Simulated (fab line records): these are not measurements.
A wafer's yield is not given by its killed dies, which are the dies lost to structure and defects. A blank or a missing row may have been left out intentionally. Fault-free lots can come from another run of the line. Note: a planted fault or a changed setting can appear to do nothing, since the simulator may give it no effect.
fab line records | flow nandHarc | part 2 of 2: steps 5 to 6 of 6
[record] lots = 22 | wafers = 66 | lastDay = 24
route steps=1159 shown P_GATE@202 P_CONTACT@242 P_M0@270 P_M2@335
lots that met no fault: taken from a fault-free run of the same line
startH: the number of hours between the record's first day and the start of the first shown wafer of the lot | waitH: time in hours since the lot's previous step | " as in the row above | L1.1+2: a single row standing in for several wafers | - no value present, or no start provided | * or withheld: withheld | < > ~ a bound
route shown NAME@n: names a module that has steps shown in the file, with the first one's number in the route | usual: mean/standard deviation of fault-free wafers | same: alike in all rows | chamber/n: place in a boat | sites: readings site by site | _std_site: the standard deviation of these | _edge_site: mean of outer sites minus mean of inner sites | radiusMm: how far each site lies from the wafer's centre | mask NAME#n: copy n | behind: the tool/chamber that last shaped the wafer | hold: why the lot went on hold/how many hours it stayed there/how the hold came to an end | device: transistor that didn't switch, given as n, p or np | end of line: tests run on the same wafers once the route is complete | a step without rows: its recipe alone | killed: at the first sort, the dies lost to defects and structure; wafer yield is something else | map: a wafer's dies, marking killed ones x, the rest . and places with no die _
set.NAME: the setting as run; set.NAME@STEP: as run at that earlier step | model.NAME: the simulator's own value behind a step, which no gauge read
one table for each step of the route and one row for each wafer, over a sample of lots
services: the hour from which a tool's chamber was out of use, counted from the record's first day as startH (under 0 if before that day), plus the number of hours and why
[[steps]]
[step NHARC_P_M0_PRE_CLEAN_31]
[recipe] timeS = 12 | tempC = 370 | rfPowerW = 300 | gas = NH3
[usual] heaterPowerW = 661/75
[same] timeS = 12
lot.wafer | tool     | chamber | startH | waitH | heaterPowerW
L075.2    | pecvd-02 | 1       | 129.43 | 0.1   | 837
L075.5    | "        | 0       | "      | "     | 727
L075.6    | "        | 1       | "      | "     | 838
L074.2    | pecvd-04 | 0       | 129.85 | 0.1   | 547
L074.3    | "        | 2       | "      | "     | 731
L074.5    | "        | 0       | "      | "     | 551
L076.2    | pecvd-03 | 2       | 130.73 | 0.1   | 552
L076.1    | "        | 0       | "      | "     | 651
L076.6    | "        | 0       | "      | "     | 644
L077.2    | pecvd-03 | 2       | 137.13 | 0.1   | 576
L077.3    | "        | 0       | "      | "     | 692
L077.4    | "        | 0       | "      | "     | 696
L078.2    | pecvd-02 | 2       | 149.20 | 0.3   | 696
L078.1    | "        | 0       | "      | "     | 748
L078.3    | "        | 1       | "      | "     | 680
L079.3    | pecvd-04 | 0       | 154.72 | 0.2   | 583
L079.2    | "        | 2       | "      | "     | 694
L079.4    | "        | 1       | "      | "     | 677
L080.1    | pecvd-03 | 0       | 157.31 | 0.1   | 629
L080.2    | "        | 1       | "      | "     | 720
L080.6    | "        | 1       | "      | "     | 730
L081.3    | pecvd-03 | 0       | 159.97 | 0.1   | 665
L081.2    | "        | 2       | "      | "     | 567
L081.5    | "        | 1       | "      | "     | 777
L082.2    | pecvd-02 | 2       | 166.48 | 0.1   | 643
L082.3    | "        | 1       | "      | "     | 782
L082.5    | "        | 2       | "      | "     | 655
L083.3    | pecvd-02 | 1       | 178.95 | 0.1   | 772
L083.2    | "        | 0       | "      | "     | 651
L083.4    | "        | 0       | "      | "     | 668
L084.1    | pecvd-04 | 1       | 179.17 | 0.1   | 609
L084.2    | "        | 0       | "      | "     | 565
L084.6    | "        | 1       | "      | "     | 610
L088.6    | pecvd-03 | 0       | 197.31 | 0.2   | 705
L088.5    | "        | 1       | "      | "     | 715
L088.4    | "        | 2       | "      | "     | 574
L087.2    | pecvd-03 | 2       | 200.58 | 0.1   | 516
L087.3    | "        | 1       | "      | "     | 790
L087.5    | "        | 1       | "      | "     | 766
L085.2    | pecvd-03 | 2       | 201.38 | 0.4   | 536
L085.3    | "        | 0       | "      | "     | 581
L085.5    | "        | 1       | "      | "     | 781
L090.1    | pecvd-04 | 0       | 215.90 | 0.1   | 574
L090.6    | "        | 0       | "      | "     | 544
L090.5    | "        | 1       | "      | "     | 638
L089.2    | pecvd-03 | 2       | 216.82 | 0.4   | 584
L089.1    | "        | 0       | "      | "     | 609
L089.3    | "        | 1       | "      | "     | 697
L094.2    | pecvd-02 | 2       | 231.07 | 0.1   | 655
L094.3    | "        | 0       | "      | "     | 709
L094.6    | "        | 2       | "      | "     | 656
L092.2    | pecvd-02 | 0       | 231.67 | 0.1   | 703
L092.1    | "        | 2       | "      | "     | 679
L092.4    | "        | 2       | "      | "     | 666
L093.3    | pecvd-02 | 2       | 233.38 | 0.1   | 561
L093.5    | "        | 1       | "      | "     | 688
L093.6    | "        | 0       | "      | "     | 691
L095.2    | pecvd-02 | 1       | 246.86 | 0.1   | 764
L095.1    | "        | 0       | "      | "     | 662
L095.5    | "        | 1       | "      | "     | 763
L097.2    | pecvd-04 | 1       | 250.11 | 0.1   | 621
L097.1    | "        | 0       | "      | "     | 552
L097.4    | "        | 1       | "      | "     | 618
L096.3    | pecvd-04 | 1       | 255.01 | 0.1   | 695
L096.2    | "        | 0       | "      | "     | 533
L096.6    | "        | 0       | "      | "     | 531
[step NHARC_P_M2_STRIP_18]
[recipe] powerW = 1000 | n2FlowSccm = 150 | h2FlowSccm = 150 | arFlowSccm = 0 | biasW = 0 | chemistry = N2/H2
[usual] drypumpMotorCurrentA = 5.6/0.38 | n2FlowSccm = 150.1/0.48 | oesProductAu = 1.001/0.0077 | rfVppV = 90.5/1.1 | showerheadPlenumPTorr = 2.00/0.09 | throttleValvePct = 14.173/0.0093
lot.wafer | tool       | chamber | startH | waitH | drypumpMotorCurrentA | n2FlowSccm | oesProductAu | rfHoursCounterH | rfVppV | showerheadPlenumPTorr | throttleValvePct
L075.2    | rieDiel-09 | 3       | 135.63 | 0.1   | 5.5                  | 149.5      | 0.990        | 2               | 90.8   | 1.90                  | 14.172
L075.5    | "          | 3       | "      | "     | 5.5                  | 149.6      | 0.998        | -               | 90.5   | 1.90                  | 14.172
L075.6    | "          | 0       | "      | "     | 5.8                  | 150.9      | 0.994        | -               | 90.8   | 2.00                  | 14.173
L074.3    | rieDiel-09 | 0       | 136.30 | 0.1   | 5.8                  | 149.3      | 0.996        | 2               | 89.2   | 2.00                  | 14.165
L074.2    | "          | 1       | "      | "     | 5.9                  | 150.1      | 1.002        | 2               | 92.1   | 2.15                  | 14.181
L074.5    | "          | 2       | "      | "     | 5.6                  | 150.0      | 0.992        | -               | 91.1   | 1.95                  | 14.180
L076.1    | rieDiel-09 | 0       | 136.84 | 0.1   | 5.8                  | 150.6      | 0.998        | 2               | 90.4   | 2.00                  | 14.158
L076.2    | "          | 1       | "      | "     | 5.9                  | 150.1      | 0.997        | 2               | 92.0   | 2.15                  | 14.145
L076.6    | "          | 0       | "      | "     | 5.8                  | 150.9      | 0.983        | -               | 89.7   | 2.00                  | 14.183
L077.4    | rieDiel-09 | 0       | 143.13 | 0.1   | 5.8                  | 149.9      | 0.990        | 3               | 91.5   | 2.00                  | 14.167
L077.3    | "          | 1       | "      | "     | 5.9                  | 150.7      | 0.994        | 3               | 91.1   | 2.15                  | 14.158
L077.2    | "          | 3       | "      | "     | 5.5                  | 150.4      | 1.005        | 3               | 89.9   | 1.90                  | 14.174
L078.2    | rieDiel-09 | 0       | 155.32 | 0.1   | 5.8                  | 150.5      | 1.000        | 3               | 89.1   | 2.00                  | 14.176
L078.1    | "          | 1       | "      | "     | 5.9                  | 150.3      | 1.006        | 3               | 91.0   | 2.15                  | 14.166
L078.3    | "          | 2       | "      | "     | 5.6                  | 149.8      | 1.008        | 3               | 89.5   | 1.95                  | 14.174
L079.3    | rieDiel-09 | 2       | 160.64 | 0.1   | 5.6                  | 150.0      | 1.004        | 3               | 88.9   | 1.95                  | 14.185
L079.2    | "          | 0       | "      | "     | 5.8                  | 150.2      | 0.988        | 3               | 90.3   | 2.00                  | 14.171
L079.4    | "          | 2       | "      | "     | 5.6                  | 150.7      | 0.998        | -               | 89.5   | 1.95                  | 14.187
L080.1    | rieDiel-09 | 1       | 163.58 | 0.1   | 6.0                  | 150.4      | 1.001        | 3               | 91.4   | 2.15                  | 14.153
L080.2    | "          | 2       | "      | "     | 5.6                  | 150.6      | 1.010        | 4               | 91.2   | 1.95                  | 14.182
L080.6    | "          | 0       | "      | "     | 5.8                  | 149.9      | 1.006        | -               | 90.5   | 2.00                  | 14.183
L081.2    | rieDiel-09 | 3       | 166.05 | 0.1   | 5.5                  | 149.8      | 1.003        | 4               | 87.9   | 1.90                  | 14.167
L081.3    | "          | 0       | "      | "     | 5.8                  | 151.2      | 0.992        | 4               | 91.3   | 2.00                  | 14.183
L081.5    | "          | 3       | "      | "     | 5.5                  | 149.4      | 1.006        | -               | 89.7   | 1.90                  | 14.169
L082.3    | rieDiel-04 | 3       | 172.57 | 0.1   | 4.9                  | 149.5      | 0.995        | 10              | 89.7   | 1.92                  | 14.176
L082.2    | "          | 2       | "      | "     | 5.2                  | 150.4      | 1.005        | 11              | 91.3   | 2.15                  | 14.177
L082.5    | "          | 0       | "      | "     | 6.4                  | 149.4      | 0.992        | -               | 89.5   | 2.07                  | 14.163
L083.2    | rieDiel-04 | 0       | 184.91 | 0.1   | 6.4                  | 150.8      | 0.994        | 11              | 90.9   | 2.07                  | 14.168
L083.3    | "          | 2       | "      | "     | 5.2                  | 149.3      | 1.014        | 11              | 92.5   | 2.15                  | 14.175
L083.4    | "          | 2       | "      | "     | 5.3                  | 149.7      | 1.003        | -               | 91.0   | 2.15                  | 14.180
L084.2    | rieDiel-09 | 0       | 185.41 | 0.1   | 5.8                  | 150.1      | 0.998        | 4               | 91.7   | 2.00                  | 14.156
L084.1    | "          | 3       | "      | "     | 5.5                  | 149.8      | 0.989        | 4               | 89.9   | 1.90                  | 14.171
L084.6    | "          | 1       | "      | "     | 5.9                  | 150.7      | 0.999        | -               | 90.5   | 2.15                  | 14.175
L088.4    | rieDiel-09 | 0       | 203.57 | 0.1   | 5.8                  | 149.8      | 0.999        | 5               | 90.8   | 2.00                  | 14.195
L088.6    | "          | 2       | "      | "     | 5.6                  | 149.8      | 1.001        | -               | 91.7   | 1.95                  | 14.180
L088.5    | "          | 3       | "      | "     | 5.5                  | 149.3      | 1.002        | -               | 87.5   | 1.90                  | 14.174
L087.2    | rieDiel-09 | 0       | 206.66 | 0.1   | 5.8                  | 149.9      | 0.999        | 5               | 91.1   | 2.00                  | 14.184
L087.3    | "          | 3       | "      | "     | 5.5                  | 150.0      | 0.993        | 5               | 88.9   | 1.90                  | 14.167
L087.5    | "          | 0       | "      | "     | 5.8                  | 150.6      | 1.000        | -               | 90.3   | 2.00                  | 14.173
L085.3    | rieDiel-09 | 2       | 207.25 | 0.1   | 5.6                  | 150.2      | 0.995        | 5               | 91.1   | 1.95                  | 14.180
L085.2    | "          | 3       | "      | "     | 5.5                  | 151.0      | 0.990        | 5               | 90.6   | 1.90                  | 14.169
L085.5    | "          | 2       | "      | "     | 5.6                  | 150.0      | 0.993        | -               | 90.1   | 1.95                  | 14.170
L090.1    | rieDiel-04 | 0       | 221.95 | 0.1   | 6.3                  | 149.0      | 1.005        | 19              | 90.4   | 2.06                  | 14.170
L090.6    | "          | 0       | "      | "     | 6.4                  | 149.7      | 0.996        | -               | 91.3   | 2.06                  | 14.162
L090.5    | "          | 1       | "      | "     | 5.3                  | 149.6      | 1.000        | -               | 91.3   | 1.94                  | 14.174
L089.2    | rieDiel-09 | 3       | 222.76 | 0.1   | 5.5                  | 150.4      | 0.986        | 5               | 90.9   | 1.90                  | 14.174
L089.3    | "          | 0       | "      | "     | 5.8                  | 149.6      | 0.994        | 5               | 89.5   | 2.00                  | 14.188
L089.1    | "          | 1       | "      | "     | 5.9                  | 149.8      | 1.002        | 5               | 90.7   | 2.14                  | 14.161
L094.2    | rieDiel-04 | 3       | 237.31 | 0.1   | 4.9                  | 150.3      | 1.008        | 20              | 89.2   | 1.91                  | 14.183
L094.3    | "          | 1       | "      | "     | 5.3                  | 149.7      | 0.995        | 18              | 92.3   | 1.94                  | 14.188
L094.6    | "          | 3       | "      | "     | 4.9                  | 150.4      | 1.010        | -               | 87.7   | 1.91                  | 14.173
L092.1    | rieDiel-02 | 2       | 237.86 | 0.1   | 5.3                  | 149.9      | 0.999        | 32              | 91.1   | 2.01                  | 14.165
L092.2    | "          | 0       | "      | "     | 5.7                  | 150.7      | 0.995        | 28              | 88.5   | 1.92                  | 14.182
L092.4    | "          | 1       | "      | "     | 6.3                  | 149.5      | 1.016        | -               | 89.3   | 1.91                  | 14.149
L093.3    | rieDiel-09 | 2       | 239.48 | 0.1   | 5.6                  | 150.1      | 0.997        | 6               | 89.1   | 1.95                  | 14.177
L093.5    | "          | 1       | "      | "     | 5.9                  | 149.7      | 0.990        | -               | 91.4   | 2.14                  | 14.168
L093.6    | "          | 2       | "      | "     | 5.6                  | 149.6      | 0.983        | -               | 89.6   | 1.95                  | 14.175
L095.2    | rieDiel-04 | 1       | 252.99 | 0.1   | 5.2                  | 150.9      | 0.981        | 20              | 89.1   | 1.94                  | 14.176
L095.1    | "          | 2       | "      | "     | 5.2                  | 150.8      | 1.003        | 23              | 89.9   | 2.15                  | 14.173
L095.5    | "          | 0       | "      | "     | 6.4                  | 149.8      | 0.995        | -               | 90.9   | 2.06                  | 14.184
L097.4    | rieDiel-04 | 1       | 256.06 | 0.1   | 5.3                  | 149.9      | 1.006        | 20              | 90.9   | 1.94                  | 14.182
L097.1    | "          | 2       | "      | "     | 5.3                  | 150.1      | 1.001        | 24              | 91.4   | 2.14                  | 14.177
L097.2    | "          | 0       | "      | "     | 6.4                  | 150.2      | 1.005        | 22              | 89.1   | 2.06                  | 14.163
L096.2    | rieDiel-02 | 0       | 261.10 | 0.1   | 5.7                  | 149.5      | 0.998        | 36              | 88.6   | 1.92                  | 14.172
L096.3    | "          | 1       | "      | "     | 6.3                  | 151.2      | 1.017        | 39              | 90.2   | 1.91                  | 14.165
L096.6    | "          | 1       | "      | "     | 6.3                  | 151.0      | 1.008        | -               | 88.5   | 1.90                  | 14.173
[[services]]
tool       | chamber | startH | hours | kind
rieDiel-04 | -       | 111.95 | 9.0   | pm
rieDiel-06 | 3       | 115.00 | 13.1  | repair
rieDiel-06 | 0       | 129.60 | 17.9  | repair
rieDiel-06 | -       | 136.25 | 0.2   | repair
rieDiel-01 | -       | 137.88 | 9.0   | pm
rieDiel-09 | 0       | 144.79 | 3.3   | repair
rieDiel-06 | 3       | 147.19 | 15.5  | repair
rieDiel-01 | 0       | 151.25 | 11.0  | repair
rieDiel-09 | 1       | 157.88 | 4.2   | repair
rieDiel-09 | 0       | 168.54 | 1.2   | repair
rieDiel-06 | 1       | 171.03 | 5.6   | repair
rieDiel-01 | 1       | 174.47 | 11.1  | repair
rieDiel-01 | 3       | 179.79 | 2.4   | repair
rieDiel-11 | 2       | 180.50 | 3.4   | repair
rieDiel-04 | 1       | 181.25 | 4.5   | repair
rieDiel-04 | 1       | 188.07 | 9.5   | repair
rieDiel-11 | -       | 189.56 | 9.0   | pm
rieDiel-11 | 0       | 200.84 | 2.2   | repair
rieDiel-11 | 3       | 201.63 | 3.2   | repair
rieDiel-01 | 2       | 203.56 | 16.8  | repair
rieDiel-04 | -       | 217.85 | 0.2   | repair
rieDiel-06 | -       | 241.20 | 9.0   | pm
rieDiel-01 | -       | 253.24 | 0.6   | repair
rieDiel-09 | -       | 254.10 | 9.0   | pm
